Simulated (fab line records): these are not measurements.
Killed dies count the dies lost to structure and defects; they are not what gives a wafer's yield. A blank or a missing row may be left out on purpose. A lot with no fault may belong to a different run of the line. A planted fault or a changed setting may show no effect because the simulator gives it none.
Matching of chambers    flow n5-finfet    N5_BEOL_M11_CMP_52 on cmp-02 has 4 sister chambers
The step polishes, stops on SiCOH lowk, t overpolish 7 s, target thk 140 nm. 22 wafers are shown with their chamber, then 11 later ones without.

EACH WAFER AND ITS CHAMBER
wafer   chamber  motor-current-A (A)  barrier-field-endpoint-s (s)  time-to-endpoint-s (s)
L077.2  3        5.9                  29.2                          66
L077.3  0        5.1                  27.4                          63
L077.4  1        6.1                  28.9                          68
L078.1  0        5.0                  28.3                          67
L078.3  1        6.4                  30.0                          72
L078.6  3        5.9                  29.1                          69
L082.1  3        5.2                  28.6                          69
L082.3  0        5.1                  28.1                          64
L082.6  1        6.0                  30.2                          72
L083.1  3        5.4                  28.8                          65
L083.2  0        5.1                  29.5                          69
L083.3  2        5.6                  28.7                          66
L087.1  1        6.4                  28.9                          68
L087.4  3        5.3                  29.2                          65
L087.5  1        6.5                  30.0                          67
L091.1  2        5.5                  29.8                          70
L091.4  0        4.9                  29.9                          69
L091.6  0        5.1                  29.7                          66
L089.2  3        5.4                  28.5                          69
L089.3  0        5.0                  28.2                          68
L089.5  2        5.4                  27.7                          65
L090.1  2        5.2                  28.7                          68

SIGNATURES (averages over the wafers above)
reading                   chamber 0  chamber 1  chamber 2  chamber 3  scatter within a chamber
motor-current-A           5.043      6.280      5.425      5.517      0.208
barrier-field-endpoint-s  28.729     29.600     28.725     28.900     0.741
time-to-endpoint-s        66.57      69.40      67.25      67.17      2.27
Rule: distance of a wafer from a chamber = root of the sum over the readings of ((wafer's reading minus chamber's mean) / reading's scatter) squared. If the next closest chamber is less than 2 further off than the closest, the wafer can't be placed; otherwise it belongs to the closest. The scatter: the root of (the sum of the squares of (reading less its chamber's mean) over the shown wafers, divided by (wafers less chambers)).

WAFERS WHOSE CHAMBER IS MISSING
wafer   motor-current-A (A)  barrier-field-endpoint-s (s)  time-to-endpoint-s (s)
L090.3  6.1                  29.4                          70
L090.6  5.5                  28.7                          69
L092.2  5.2                  28.7                          70
L092.3  5.0                  27.8                          70
L092.6  4.9                  28.1                          69
L094.3  5.3                  28.4                          68
L094.5  5.5                  29.5                          70
L094.6  5.1                  29.1                          67
L096.3  5.2                  28.1                          64
L096.4  6.3                  29.9                          70
L096.5  5.6                  29.0                          65

CHAMBER TAKEN BY EACH
wafer   from the rows above           in truth
L090.3  1                             1
L090.6  can't be placed: 2 or 3 or 0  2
L092.2  can't be placed: 2 or 0 or 3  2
L092.3  can't be placed: 0 or 2 or 3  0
L092.6  can't be placed: 0 or 2 or 3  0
L094.3  can't be placed: 2 or 3 or 0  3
L094.5  can't be placed: 3 or 2 or 0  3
L094.6  can't be placed: 0 or 2 or 3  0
L096.3  can't be placed: 0 or 2 or 3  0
L096.4  1                             1
L096.5  can't be placed: 3 or 2 or 0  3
Correct placement for 2 of the 11. From these rows, 9 cannot be placed; in 9 the true chamber is one of the candidates. Placed wrongly: 0.
